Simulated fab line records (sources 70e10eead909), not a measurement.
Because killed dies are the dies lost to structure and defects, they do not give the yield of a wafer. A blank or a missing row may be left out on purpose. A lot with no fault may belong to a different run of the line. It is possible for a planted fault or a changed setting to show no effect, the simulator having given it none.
Matching of chambers || flow nand_harc || NHARC_A_STAIRCASE_DEP_301 on pecvd-02 has 3 sister chambers
The step deposits SiON, target thk 30 nm. 3 wafers are shown with their chamber, then 8 later ones without.

EACH WAFER AND ITS CHAMBER
{"wafer": "L084.4", "chamber": 0, "heater_power_w (W)": 775}
{"wafer": "L090.2", "chamber": 1, "heater_power_w (W)": 766}
{"wafer": "L092.1", "chamber": 2, "heater_power_w (W)": 740}

WAFERS WITHOUT THEIR CHAMBER
{"wafer": "L092.4", "heater_power_w (W)": 672}
{"wafer": "L092.5", "heater_power_w (W)": 611}
{"wafer": "L092.2", "heater_power_w (W)": 758}
{"wafer": "L092.3", "heater_power_w (W)": 816}
{"wafer": "L092.6", "heater_power_w (W)": 726}
{"wafer": "L095.2", "heater_power_w (W)": 746}
{"wafer": "L095.3", "heater_power_w (W)": 666}
{"wafer": "L095.4", "heater_power_w (W)": 743}

CHAMBER TAKEN BY EACH
{"wafer": "L092.4", "from the rows above": "can't be placed: 2 or 1 or 0", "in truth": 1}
{"wafer": "L092.5", "from the rows above": "can't be placed: 2 or 1 or 0", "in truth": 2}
{"wafer": "L092.2", "from the rows above": "can't be placed: 1 or 0 or 2", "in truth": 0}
{"wafer": "L092.3", "from the rows above": "can't be placed: 0 or 1 or 2", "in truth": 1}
{"wafer": "L092.6", "from the rows above": "can't be placed: 2 or 1 or 0", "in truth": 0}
{"wafer": "L095.2", "from the rows above": "can't be placed: 2 or 1 or 0", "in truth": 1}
{"wafer": "L095.3", "from the rows above": "can't be placed: 2 or 1 or 0", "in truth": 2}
{"wafer": "L095.4", "from the rows above": "can't be placed: 2 or 1 or 0", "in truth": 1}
Placed correctly: 0 of 8. Cannot be placed on the basis of these rows: 8; the candidates contain the true chamber in 8. 0 placed wrongly.
How it was worked out, from the rows above alone: a wafer's distance from a chamber is the root of the sum, over the readings, of the square of ((its reading less the chamber's mean) divided by the reading's scatter). If the next closest chamber is less than 2 further off than the closest, the wafer can't be placed; otherwise it belongs to the closest. For every chamber, the mean is computed from those of its wafers that are shown. The scatter (one wafer shown for each chamber): square how far every hidden wafer sits from the nearest shown wafer, average those squares and take the square root.
